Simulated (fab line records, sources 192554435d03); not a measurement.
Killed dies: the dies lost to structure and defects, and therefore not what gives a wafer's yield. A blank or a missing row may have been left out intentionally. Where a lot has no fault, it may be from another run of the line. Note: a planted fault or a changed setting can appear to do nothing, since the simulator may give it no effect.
Matching of chambers ; flow n5 finfet ; pecvd-03 running N5_BEOL_M6_PECVD_70: 3 sister chambers
The step deposits SiO2 from TEOS/O2, target thk 20 nm, time 22.7 s. 20 wafers are shown with their chamber, then 10 later ones without.

WAFERS WITH THEIR CHAMBER
wafer;chamber;throttle valve pct (%);showerhead plenum p Torr (Torr);heater power w (W)
L078.4;0;23.0;8.80;691
L078.5;2;21.0;8.78;723
L078.6;1;23.2;8.67;647
L081.1;1;23.2;8.68;741
L081.2;0;23.2;8.80;778
L081.4;1;22.9;8.66;744
L083.1;0;23.2;8.77;732
L083.2;1;23.0;8.66;665
L083.3;2;21.1;8.77;617
L083.4;1;23.1;8.67;664
L083.5;2;21.1;8.75;642
L083.6;0;23.0;8.81;727
L084.4;0;23.2;8.78;786
L084.5;1;23.0;8.66;713
L084.6;2;20.8;8.74;663
L085.1;0;22.9;8.78;764
L085.2;1;22.8;8.66;676
L085.6;1;23.1;8.66;679
L092.1;2;21.0;8.74;685
L092.2;1;23.0;8.66;658

SIGNATURES, as means of the wafers listed above
reading;chamber 0;chamber 1;chamber 2;scatter within a chamber
throttle valve pct;23.083;23.033;21.000;0.13
showerhead plenum p Torr;8.7900;8.6644;8.7560;0.0132
heater power w;746.33;687.44;666.00;37.3
Rule: distance of a wafer from a chamber = root of the sum over the readings of ((wafer's reading minus chamber's mean) / reading's scatter) squared. If the next closest chamber is less than 2 further off than the closest, the wafer can't be placed; otherwise it belongs to the closest. The scatter: the root of (the sum of the squares of (reading less its chamber's mean) over the shown wafers, divided by (wafers less chambers)).

WAFERS WHOSE CHAMBER IS MISSING
wafer;throttle valve pct (%);showerhead plenum p Torr (Torr);heater power w (W)
L092.5;21.2;8.76;691
L093.1;23.4;8.79;681
L093.4;22.8;8.68;636
L093.5;23.0;8.78;693
L094.1;23.2;8.78;760
L094.5;21.4;8.73;735
L094.6;22.9;8.77;785
L082.1;21.2;8.76;697
L082.3;23.2;8.79;679
L082.6;23.5;8.77;697

THE CHAMBER EACH PASSED THROUGH
wafer;from the rows above;in truth
L092.5;2;2
L093.1;0;0
L093.4;1;1
L093.5;0;0
L094.1;0;0
L094.5;2;2
L094.6;0;0
L082.1;2;2
L082.3;0;0
L082.6;0;0
Correctly placed: 10 of 10. Can't be placed from these rows: 0. Number placed wrongly: 0.
